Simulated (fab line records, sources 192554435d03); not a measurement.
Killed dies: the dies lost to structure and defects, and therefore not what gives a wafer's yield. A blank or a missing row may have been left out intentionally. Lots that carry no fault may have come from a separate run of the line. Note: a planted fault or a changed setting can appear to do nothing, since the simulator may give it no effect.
Split-lot study ; flow n5 finfet ; on a route of 1938 steps: 7 lots, 21 wafers read

THE SPLIT ITSELF
At N5_WELL_APT_COAT_02 (resist thk 950 nm), the setting spin rpm was moved away from the recipe's 1357 rpm on 8 of the 21 wafers read, by -11.2% to +10.5%. For the rest of the wafers, this setting stayed at what the recipe calls for.

The reading comes from the split's own step.

THE READING
coat_of_WELL_APT_COAT_02.thk nm (the simulator's own value, which no gauge read), in nm, at N5_WELL_APT_COAT_02 (resist thk 950 nm). No usual value for it is given in the file. Average 951.2 nm, standard deviation 1.2 nm, over the 13 wafers here run with the recipe.

wafer;tool, chamber at the split;spin rpm as run, rpm;against the recipe;coat_of_WELL_APT_COAT_02.thk nm, nm;against lot-mates on the recipe
L079.1;litho track-01, 0;1275;-6.0%;979.2;+27.2
L079.4;litho track-01, 0;1357;recipe;953.2;-
L079.5;litho track-01, 0;1357;recipe;950.8;-
L081.2;litho track-02, 0;1357;recipe;951.2;-
L081.3;litho track-02, 0;1357;recipe;950;-
L081.6;litho track-02, 0;1499;+10.5%;900.1;-50.5
L083.1;litho track-01, 0;1487;+9.6%;906.8;-42.8
L083.3;litho track-01, 0;1357;recipe;949.9;-
L083.5;litho track-01, 0;1357;recipe;949.2;-
L086.3;litho track-05, 0;1357;recipe;951.7;-
L086.5;litho track-05, 0;1290;-4.9%;977.7;+26.0
L086.6;litho track-05, 0;1290;-4.9%;975.5;+23.8
L090.1;litho track-02, 0;1205;-11.2%;1009;no lot-mate on the recipe
L090.6;litho track-02, 0;1205;-11.2%;1009;no lot-mate on the recipe
L090.5;litho track-02, 0;1205;-11.2%;1008;no lot-mate on the recipe
L091.1;litho track-02, 0;1357;recipe;951.8;-
L091.2;litho track-02, 0;1357;recipe;949.9;-
L091.5;litho track-02, 0;1357;recipe;951.5;-
L092.4;litho track-01, 0;1357;recipe;952.7;-
L092.5;litho track-01, 0;1357;recipe;951.5;-
L092.6;litho track-01, 0;1357;recipe;952.3;-

THE FIT
A straight line over all 21 wafers: coat_of_WELL_APT_COAT_02.thk nm changes by -4.98 nm for each +1% of spin rpm; r = -1.00; the points scatter about the line by 1.5 nm.
The same after taking each lot's own level away (the mean of its wafers on the recipe; 18 wafers): -4.71 nm for each +1%; r = -1.00; scatter 1.2 nm.
On that fit, the largest move of spin rpm shifts the reading by 53 nm.
The span of the lots' own levels, 949.55 to 952.17 nm, comes to 2.3 times the standard deviation stated above.
The two slopes are in agreement: the lot-to-lot level therefore moves the slope only a little.
Check: for one of the wafers moved furthest among these (+10.5%), held out of the fit, the line's prediction against its lot-mates is -48.1 nm. It came out at -50.5 nm against them.

ADDITIONAL SPLITS CARRIED BY THESE WAFERS
These wafers also went through other splits before the reading. Each is held against what the fit with the lots' levels taken away leaves over:
other split on the same wafers;wafers away from the commonest value;r with coat_of_WELL_APT_COAT_02.thk nm (lot level and that fit taken away)
N5_ZERO_LAYER_PECVD_02 time s;2;+0.11
N5_ZERO_LAYER_COAT_05 spin rpm;6;+0.04
N5_ZERO_LAYER_EXPOSE_08 dose mj;10;-0.48

FILE'S OWN FIT
coat_of_WELL_APT_COAT_02.thk nm changes by -4.68 nm for each +1% of spin rpm, r = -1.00.
